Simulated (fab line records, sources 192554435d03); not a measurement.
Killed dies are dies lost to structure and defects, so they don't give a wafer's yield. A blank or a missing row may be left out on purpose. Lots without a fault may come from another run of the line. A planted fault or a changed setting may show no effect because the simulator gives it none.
Split-lot experiment | flow n5_finfet | 7 lots, 21 wafers read, on a route of 1938 steps

THE SPLIT
At N5_BEOL_M4_TRENCH_ETCH_37 (etches SiOC in C4F6/O2, target depth 55.555 nm, time 29.2 s), the setting time_s was moved away from the recipe's 29.2 s on 7 of the 21 wafers read, by +12.9% to +18.3%. The other wafers ran this setting at the recipe's value.

FROM THE SPLIT TO THE READING: what the file shows between them, 13 steps
- N5_BEOL_M4_ETCH_41: etches SiCN in CH3F/O2, target depth 29.9 nm, time 52.5 s
- N5_BEOL_M4_STRIP_97: strips in N2/H2, time 10 s
- N5_BEOL_M4_OCD_MEAS_38
- N5_BEOL_M4_HM_STRIP_39: strips TiN in peroxide tin strip, target depth 25 nm, time 158 s
- N5_BEOL_M4_SRD_40: time 30 s
- N5_BEOL_M4_ECD_50: material Cu, target thk 300 nm
- N5_BEOL_M4_ANNEAL_51: time 90 s
- N5_BEOL_M4_CMP_52: polishes, stops on SiOC, t overpolish 6.8 s, target thk 40 nm
- N5_BEOL_M4_THK_MEAS_53: measures by xrf
- N5_BEOL_M4_PRE_CLEAN_60: time 15 s
- N5_BEOL_M4_CO_CAP_55: material Co, precursor CCTBA/H2, target thk 2 nm, time 102.1 s
- N5_BEOL_M4_PRE_CLEAN_56: time 15 s
- N5_BEOL_M4_DEP_57: deposits SiCN from 3MS/NH3, target thk 8 nm, time 14 s

THE READING
M4_RS, in ohm/sq, at N5_BEOL_M4_RS_MEAS_58 (measures by four-point-probe). Fault-free wafers of this fab line usually give 0.675 ohm/sq, standard deviation 0.028 ohm/sq.

wafer  | tool, chamber at the split | time_s as run, s | against the recipe | M4_RS, ohm/sq | against lot-mates on the recipe
L075.1 | rie_diel-06, 0             | 29.2             | recipe             | 0.696         | -
L075.2 | rie_diel-06, 1             | 29.2             | recipe             | 0.647         | -
L075.4 | rie_diel-06, 3             | 29.2             | recipe             | 0.684         | -
L084.4 | rie_diel-03, 3             | 29.2             | recipe             | 0.667         | -
L084.5 | rie_diel-03, 2,0           | 33.85            | +15.9%             | 0.530         | -0.137
L084.6 | rie_diel-03, 2,0           | 33.85            | +15.9%             | 0.530         | -0.137
L085.1 | rie_diel-03, 0             | 34.53            | +18.3%             | 0.505         | -0.160
L085.3 | rie_diel-03, 2             | 29.2             | recipe             | 0.665         | -
L085.4 | rie_diel-03, 3             | 34.53            | +18.3%             | 0.512         | -0.153
L089.1 | rie_diel-03, 0             | 29.2             | recipe             | 0.670         | -
L089.4 | rie_diel-03, 2             | 29.2             | recipe             | 0.707         | -
L089.5 | rie_diel-03, 1             | 29.2             | recipe             | 0.679         | -
L090.1 | rie_diel-04, 3,1           | 29.2             | recipe             | 0.679         | -
L090.2 | rie_diel-04, 3,1           | 29.2             | recipe             | 0.634         | -
L090.3 | rie_diel-04, 0             | 29.2             | recipe             | 0.704         | -
L091.1 | rie_diel-04, 3             | 32.96            | +12.9%             | 0.497         | -0.174
L091.2 | rie_diel-04, 2             | 32.96            | +12.9%             | 0.515         | -0.156
L091.6 | rie_diel-04, 1             | 29.2             | recipe             | 0.671         | -
L097.2 | rie_diel-03, 1             | 29.2             | recipe             | 0.683         | -
L097.3 | rie_diel-03, 0             | 33.75            | +15.6%             | 0.530         | -0.151
L097.4 | rie_diel-03, 3             | 29.2             | recipe             | 0.679         | -
Where a row lists several chambers, the file gives one row for several wafers and doesn't say which wafer went through which chamber.

THE FIT
A straight line over all 21 wafers: M4_RS changes by -0.00988 ohm/sq for each +1% of time_s; r = -0.96; the points scatter about the line by 0.022 ohm/sq.
The same after taking each lot's own level away (the mean of its wafers on the recipe; 21 wafers): -0.00945 ohm/sq for each +1%; r = -0.96; scatter 0.022 ohm/sq.
On that fit, the largest move of time_s shifts the reading by 0.17 ohm/sq.
The lots' own levels span 0.6650 to 0.6853 ohm/sq, that is 0.7 times the standard deviation above.
So the lot-to-lot level changes the slope little: the two slopes agree.
Check: with one of the wafers moved furthest among these (+18.3%) left out of the fit, the line predicts -0.177 ohm/sq for it against its lot-mates. It came out at -0.16 ohm/sq against them.

OTHER SPLITS ON THESE WAFERS
These wafers also went through other splits before the reading. Each is held against what the fit with the lots' levels taken away leaves over:
other split on the same wafers  | wafers away from the commonest value | r with M4_RS (lot level and that fit taken away)
N5_BEOL_M4_VIA_ETCH_34 source_w | 9                                    | -0.07

THE WHOLE CHAIN: every reading that the file lists as answering this split, in the file's order
step                      | what it does                                                  | reading                                                                      | change (the file's fit)               | r (the file's)
N5_BEOL_M4_TRENCH_ETCH_37 | etches SiOC in C4F6/O2, target depth 55.555 nm, time 29.2 s   | BEOL_M4.feature_depth_nm (the simulator's own value, which no gauge read)    | +0.534 nm for each +1% of the setting | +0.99
N5_BEOL_M4_TRENCH_ETCH_37 | etches SiOC in C4F6/O2, target depth 55.555 nm, time 29.2 s   | etch.depth_nm (the simulator's own value, which no gauge read)               | +0.53 nm for each +1% of the setting  | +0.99
N5_BEOL_M4_OCD_MEAS_38    |                                                               | trench_depth_nm                                                              | +0.501 nm for each +1% of the setting | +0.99
N5_BEOL_M4_CMP_52         | polishes, stops on SiOC, t overpolish 6.8 s, target thk 40 nm | Cu_of_BEOL_M4_ECD_50.thk_nm (the simulator's own value, which no gauge read) | +0.56 nm for each +1% of the setting  | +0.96
N5_BEOL_M4_THK_MEAS_53    | measures by xrf                                               | M4_THK                                                                       | +0.551 for each +1% of the setting    | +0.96
N5_BEOL_M4_RS_MEAS_58     | measures by four-point-probe                                  | M4_RS                                                                        | -0.00957 for each +1% of the setting  | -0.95

THE FILE'S OWN FIT
M4_RS changes by -0.00957 ohm/sq for each +1% of time_s, r = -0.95.
